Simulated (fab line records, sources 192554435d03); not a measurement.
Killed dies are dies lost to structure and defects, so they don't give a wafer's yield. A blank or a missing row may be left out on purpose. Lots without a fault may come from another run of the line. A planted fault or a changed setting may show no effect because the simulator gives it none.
Chamber matching | flow n5_finfet | N5_SD_EPI_N_ETCH_34 on rie_diel-04: 4 sister chambers
The step etches SiARC in CF4, target depth 45.5 nm, time 75.8 s. 4 wafers are shown with their chamber, then 8 later ones without.

WAFERS WITH THEIR CHAMBER
wafer  | chamber | drypump_motor_current_A (A)
L088.1 | 1       | 4.7
L088.2 | 0       | 5.5
L088.3 | 3       | 5.4
L089.1 | 2       | 5.6

WAFERS WITHOUT THEIR CHAMBER
wafer  | drypump_motor_current_A (A)
L089.4 | 5.5
L089.6 | 5.5
L095.2 | 5.5
L095.3 | 4.7
L095.6 | 4.7
L097.3 | 4.8
L097.4 | 5.4
L097.6 | 4.7

WHICH CHAMBER EACH WENT THROUGH
wafer  | from the rows above | in truth
L089.4 | 0                   | 0
L089.6 | 0                   | 0
L095.2 | 0                   | 0
L095.3 | 1                   | 1
L095.6 | 1                   | 1
L097.3 | 1                   | 1
L097.4 | 3                   | 3
L097.6 | 1                   | 1
Placed correctly: 8 of 8. Can't be placed from these rows: 0. Placed wrongly: 0.
How it was worked out, from the rows above alone: a wafer's distance from a chamber is the root of the sum, over the readings, of the square of ((its reading less the chamber's mean) divided by the reading's scatter). The wafer belongs to the nearest chamber; if the next one is less than 2 further off, it can't be placed. A chamber's mean is the mean of its shown wafers. The scatter: with one shown wafer a chamber, the root of the mean of the squares of how far each hidden wafer lies from its nearest shown one.
